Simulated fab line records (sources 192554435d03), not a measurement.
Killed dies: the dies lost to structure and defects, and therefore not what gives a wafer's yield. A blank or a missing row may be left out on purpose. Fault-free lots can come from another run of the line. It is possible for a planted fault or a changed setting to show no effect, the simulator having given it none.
fab line records | flow n5Finfet
record lots=6 wafers=18 lastDay=17
route steps=1938 shown FIN_SAQP@98
lots that met no fault: from a run of the same line without faults
startH: start of the lot's first displayed wafer, in hours after the record's first day | waitH: how many hours have passed since the lot's step before this one | " unchanged from the row above | L1.1+2: one row covering several wafers at once | - no value, or no start given | * or withheld: withheld | < > ~ a bound
route shown NAME@n: NAME is a module with steps in the file, n the number in the route of the first one | usual: mean/standard deviation of fault-free wafers | same: alike in all rows | chamber/n: place in a boat | sites: each site's reading | _std_site: standard deviation across them | _edge_site: inner sites' mean taken away from outer sites' mean | radiusMm: for every site, how far away it sits from the centre of the wafer | mask NAME#n: copy n | behind: the tool/chamber that last shaped the wafer | hold: what put the lot on hold/how long, in hours/how the hold closed | device: whichever transistor did not switch (one of n, p or np) | end of line: at the end of the route, the tests of the same wafers | step lacking rows: just its recipe | killed: dies lost to structure and defects at the first sort, not the wafer's yield | map: dies across one wafer; x = killed, . = not, _ = none there
set.NAME: the run value of the setting; set.NAME@STEP: its run value at that earlier step | model.NAME: the simulator's own value behind a step, which no gauge read
certain route steps with their lots: each step a table, each wafer a row
services: when a tool's chamber went out of use (startH, in hours from the record's first day, below 0 if earlier), for how many hours, and the reason
## steps
# step N5_FIN_SAQP_PECVD_47
# recipe material=a-Si targetThkA=450 tempC=400 precursor=SiH4/He pressureTorr=3 rfW=100 timeS=36.3
# usual heaterPowerW=844/96 showerheadPlenumPTorr=5.64/0.049 susceptorTempC=400.04/0.22 throttleValvePct=18.5/1.3
# columns lot.wafer tool chamber startH waitH heaterPowerW showerheadPlenumPTorr sinceWetCleanH susceptorTempC throttleValvePct
L929.2 pecvd-02 0 45.14 0.0 945 5.59 568 399.99 17.9
L929.4 " 2 " " 692 5.66 - 400.03 18.7
L929.5 " 0 " " 947 5.60 - 399.76 17.7
L934.1 pecvd-01 2 75.07 0.0 659 5.66 206 400.06 16.6
L934.2 " 1 " " 816 5.63 1685 400.03 20.3
L934.3 " 0 " " 1032 5.66 275 399.76 18.0
L942.2 pecvd-01 0 122.89 0.0 870 5.66 323 399.95 18.2
L942.5 " 0 " " 866 5.65 - 399.88 17.7
L942.6 " 1 " " 825 5.61 - 399.95 20.0
L943.1 pecvd-02 1 129.54 0.0 847 5.71 1377 399.93 19.1
L943.3 " 0 " " 807 5.60 652 399.99 18.3
L943.5 " 1 " " 870 5.69 - 400.17 19.0
L947.1 pecvd-04 0 152.62 0.0 696 5.55 857 399.96 18.2
L947.5 " 0 " " 711 5.56 - 399.84 18.4
L947.6 " 2 " " 913 5.64 - 399.99 16.7
L948.1 pecvd-01 2 159.02 0.0 759 5.68 290 400.38 16.6
L948.4 " 2 " " 763 5.66 - 400.35 16.5
L948.5 " 1 " " 782 5.62 - 399.93 20.2
# step N5_FIN_SAQP_PECVD_48
# recipe material=SiNx targetThkA=250 tempC=400 precursor=SiH4/NH3/N2 pressureTorr=1.5 rfW=300 timeS=22.1
# usual heaterPowerW=772/87 showerheadPlenumPTorr=5.11/0.069 susceptorTempC=400.06/0.22 throttleValvePct=40.7/2.8
# columns lot.wafer tool chamber startH waitH heaterPowerW showerheadPlenumPTorr sinceWetCleanH susceptorTempC throttleValvePct
L929.2 pecvd-02 0 45.18 0.0 724 5.02 568 400.53 39.1
L929.4 " 2 " " 673 5.15 - 399.99 40.6
L929.5 " 0 " " 727 5.04 - 400.47 39.5
L934.1 pecvd-01 2 75.11 0.0 681 5.15 206 400.40 36.0
L934.2 " 1 " " 721 5.10 1685 400.20 44.2
L934.3 " 0 " " 937 5.13 275 399.84 39.1
L942.2 pecvd-01 0 122.93 0.0 909 5.12 323 400.33 39.5
L942.5 " 0 " " 956 5.14 - 399.91 39.6
L942.6 " 1 " " 675 5.09 - 400.11 44.3
L943.1 pecvd-02 1 129.59 0.0 778 5.20 1377 400.24 41.6
L943.3 " 0 " " 763 5.04 652 399.67 39.5
L943.5 " 1 " " 794 5.21 - 400.17 41.6
L947.1 pecvd-04 0 152.69 0.0 715 4.99 857 399.87 40.0
L947.5 " 0 " " 744 4.99 - 399.87 40.2
L947.6 " 2 " " 842 5.08 - 399.80 36.4
L948.1 pecvd-01 2 159.09 0.0 653 5.15 290 400.50 36.2
L948.4 " 2 " " 651 5.16 - 400.28 36.5
L948.5 " 1 " " 696 5.09 - 400.29 44.4
# step N5_FIN_SAQP_PECVD_06
# recipe material=a-Si targetThkA=600 tempC=400 precursor=SiH4/He pressureTorr=3 rfW=100 timeS=48.1
# usual heaterPowerW=848/96 showerheadPlenumPTorr=5.65/0.049 susceptorTempC=399.99/0.22 throttleValvePct=18.5/1.2
# columns lot.wafer tool chamber startH waitH heaterPowerW showerheadPlenumPTorr sinceWetCleanH susceptorTempC throttleValvePct
L929.2 pecvd-02 0 45.22 0.0 936 5.60 568 399.97 18.0
L929.4 " 2 " " 699 5.67 - 400.21 18.6
L929.5 " 0 " " 914 5.60 - 400.12 17.8
L934.1 pecvd-01 2 75.15 0.0 677 5.66 206 400.10 16.3
L934.2 " 1 " " 801 5.64 1685 400.58 20.4
L934.3 " 0 " " 861 5.66 275 399.85 18.0
L942.2 pecvd-01 0 122.97 0.0 876 5.67 323 399.66 17.8
L942.5 " 0 " " 904 5.65 - 400.06 17.8
L942.6 " 1 " " 832 5.63 - 400.41 20.2
L943.1 pecvd-02 1 129.62 0.0 1003 5.72 1377 399.94 19.1
L943.3 " 0 " " 933 5.60 652 399.82 17.9
L943.5 " 1 " " 973 5.72 - 400.02 19.0
L947.1 pecvd-04 0 152.74 0.0 792 5.57 857 400.07 18.3
L947.5 " 0 " " 771 5.57 - 399.62 18.3
L947.6 " 2 " " 861 5.64 - 399.86 16.5
L948.1 pecvd-01 2 159.15 0.0 721 5.66 290 399.66 16.5
L948.4 " 2 " " 730 5.67 - 399.70 16.2
L948.5 " 1 " " 746 5.62 - 399.75 20.1
# step N5_FIN_SAQP_THK_MEAS_07
# usual thkNm=59.9/0.89
# columns lot.wafer tool chamber startH waitH thkNm
L929.2 filmMetro-01 - 45.31 0.1 60.2
L929.4 " - " " 60.0
L929.5 " - " " 59.8
L934.1 filmMetro-01 - 75.24 0.1 59.7
L934.2 " - " " 58.6
L934.3 " - " " 60.3
L942.2 filmMetro-01 - 123.06 0.1 59.9
L942.5 " - " " 61.4
L942.6 " - " " 60.3
L943.1 filmMetro-01 - 129.71 0.1 59.6
L943.3 " - " " 59.7
L943.5 " - " " 60.5
L947.1 filmMetro-01 - 152.86 0.1 61.0
L947.5 " - " " 61.7
L947.6 " - " " 61.2
L948.1 filmMetro-02 - 159.26 0.1 59.0
L948.4 " - " " 60.0
L948.5 " - " " 59.6
# step N5_FIN_SAQP_HM_DEP_72
# recipe material=SiO2 targetThkA=120 tempC=400 precursor=SiH4/N2O pressureTorr=0.75 rfW=275 timeS=7.2
# usual heaterPowerW=784/92 showerheadPlenumPTorr=8.09/0.12 susceptorTempC=400.01/0.22
# columns lot.wafer tool chamber startH waitH heaterPowerW showerheadPlenumPTorr sinceWetCleanH susceptorTempC
L929.2 pecvd-01 2 45.35 0.0 688 8.17 176 400.22
L929.4 " 2 " " 708 8.14 - 400.02
L929.5 " 1 " " 708 8.02 - 399.69
L934.1 pecvd-04 1 75.28 0.0 887 8.20 1504 399.94
L934.2 " 0 " " 731 7.84 779 399.68
L934.3 " 2 " " 805 8.03 23 400.33
L942.2 pecvd-01 1 123.10 0.0 763 8.03 1733 400.18
L942.5 " 2 " " 673 8.15 - 400.10
L942.6 " 1 " " 769 8.02 - 399.97
L943.1 pecvd-01 1 129.75 0.0 664 8.01 1740 399.89
L943.3 " 2 " " 605 8.14 261 399.68
L943.5 " 0 " " 818 8.13 - 399.92
L947.1 pecvd-02 1 152.90 0.0 908 8.27 1401 399.81
L947.5 " 0 " " 842 7.95 - 400.52
L947.6 " 1 " " 919 8.27 - 400.02
L948.1 pecvd-02 2 159.30 0.0 726 8.18 2132 400.33
L948.4 " 1 " " 870 8.26 - 400.15
L948.5 " 2 " " 733 8.17 - 399.88
# step N5_FIN_SAQP_COAT_49
# recipe resist=SOC tempC=250 timeS=60 spinRpm=1500 resistThkNm=100
# step N5_FIN_SAQP_COAT_50
# recipe resist=SiARC tempC=220 timeS=60 spinRpm=1500 resistThkNm=35
# step N5_FIN_SAQP_COAT_10
# recipe resist=CAR-ArF spinRpm=1500 resistThkNm=90
# step N5_FIN_SAQP_EBR_12
# recipe solvent=PGMEA ebrWidthMm=1.5
# step N5_FIN_SAQP_SOFTBAKE_11
# recipe tempC=110 timeS=60 resist=CAR-ArF
# step N5_FIN_SAQP_EXPOSE_13
# recipe maskId=FIN_CORE na=1.35 sourceShape=dipole sigmaInner=0.538 sigmaOuter=0.738 polarization=te targetCdNm=35.6 doseMj=63.25
# step N5_FIN_SAQP_PEB_14
# recipe pebTempC=withheld pebTimeS=60 resist=CAR-ArF
# step N5_FIN_SAQP_DEVELOP_15
# recipe developTimeS=30 developer=TMAH resist=CAR-ArF devTempC=23 rinseLiquid=diw dry=airSpin
# usual chillPlateTempC=23.01/0.11 developTimeS=30/0
# columns lot.wafer tool chamber startH waitH chillPlateTempC developTimeS model.CAR-ArF_of_FIN_SAQP_COAT_10.thkNm
L929.2 lithoTrack-04 0 45.76 - 22.87 30 88.82
L929.4 " 0 " " 23.00 30 89.04
L929.5 " 0 " " 22.95 30 88.87
L934.1 lithoTrack-04 0 75.54 - 23.14 30 88.19
L934.2 " 0 " " 23.05 30 88.09
L934.3 " 0 " " 23.05 30 88.08
L942.2 lithoTrack-04 - 123.49 - - - 90.13
L942.5 " - " " - - 90.31
L942.6 " - " " - - 90.33
L943.1 lithoTrack-03 - 130.14 - - - 90.05
L943.3 " - " " - - 90.32
L943.5 " - " " - - 90.26
L947.1 lithoTrack-03 0 153.29 - 23.15 30 88.42
L947.5 " 0 " " 22.93 30 88.31
L947.6 " 0 " " 23.23 30 88.56
L948.1 lithoTrack-04 0 159.58 - 23.13 30 88.31
L948.4 " 0 " " 23.02 30 88.51
L948.5 " 0 " " 23.13 30 88.06
# step N5_FIN_SAQP_CD_MEAS_16
# recipe targetCdNm=35.6 landingEnergyEv=500 detector=seInlens
# usual cdNm=35.5/0.3
# columns lot.wafer tool chamber startH waitH cdNm
L929.2 cdSem-03 0 45.82 - 35.0
L929.4 " 0 " " 35.2
L929.5 " 0 " " 35.5
L934.1 cdSem-01 0 75.60 - 35.9
L934.2 " 0 " " 35.7
L934.3 " 0 " " 35.5
L942.2 cdSem-01 0 123.55 - -
L942.5 " 0 " " -
L942.6 " 0 " " -
L943.1 cdSem-01 0 130.20 - -
L943.3 " 0 " " -
L943.5 " 0 " " -
L947.1 cdSem-03 0 153.35 - 35.3
L947.5 " 0 " " 35.7
L947.6 " 0 " " 35.5
L948.1 cdSem-01 0 159.64 - 35.5
L948.4 " 0 " " 35.6
L948.5 " 0 " " 35.5
## services
# columns tool chamber startH hours kind
pecvd-04 2 23.05 - clean
pecvd-04 2 23.05 - consumableReplace:showerhead
pecvd-04 2 23.05 29.0 scheduledDown
pecvd-04 2 23.05 29.0 ventCycle
pecvd-04 0 65.03 5.5 scheduledDown
pecvd-04 2 76.54 22.8 repair
pecvd-04 - 76.90 2.8 pm
pecvd-04 2 99.45 17.2 repair
pecvd-02 - 101.87 1.2 repair
lithoTrack-03 - 117.53 - consumableReplace:filter
pecvd-04 - 135.85 0.9 repair
pecvd-04 1 148.80 8.8 repair
pecvd-01 0 155.28 4.9 repair
pecvd-04 - 157.10 2.5 repair
## key
firstSign step=N5_FIN_SAQP_DEVELOP_15 reading=toolRecord direction=missing
effect none on later readings
modelEffect step=N5_FIN_SAQP_DEVELOP_15 value=CAR-ArF_of_FIN_SAQP_COAT_10.thkNm without=88.53 struck=90.23
metAt N5_FIN_SAQP_DEVELOP_15
struckWafers L942.2,L942.5,L942.6,L943.1,L943.3,L943.5
laterRowsLeftOut L942.2,L942.5,L942.6,L943.1,L943.3,L943.5
sortLeftOut L942.2,L942.5,L942.6,L943.1,L943.3,L943.5
onsetBetween 75.54 123.49
fault kind=skippedStepWhole tool=lithoTrack-03,lithoTrack-04 chamber=- onsetH=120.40 steps=N5_FIN_SAQP_DEVELOP_15 scope=struckLotsOnly
# sortLeftOut: the simulated sort isn't trusted on such a fault, so these wafers' sort isn't shown, and their yield isn't known
# laterRowsLeftOut: the simulator's readings of these wafers behind a module that went badly wrong aren't trusted and aren't shown, but for the sort
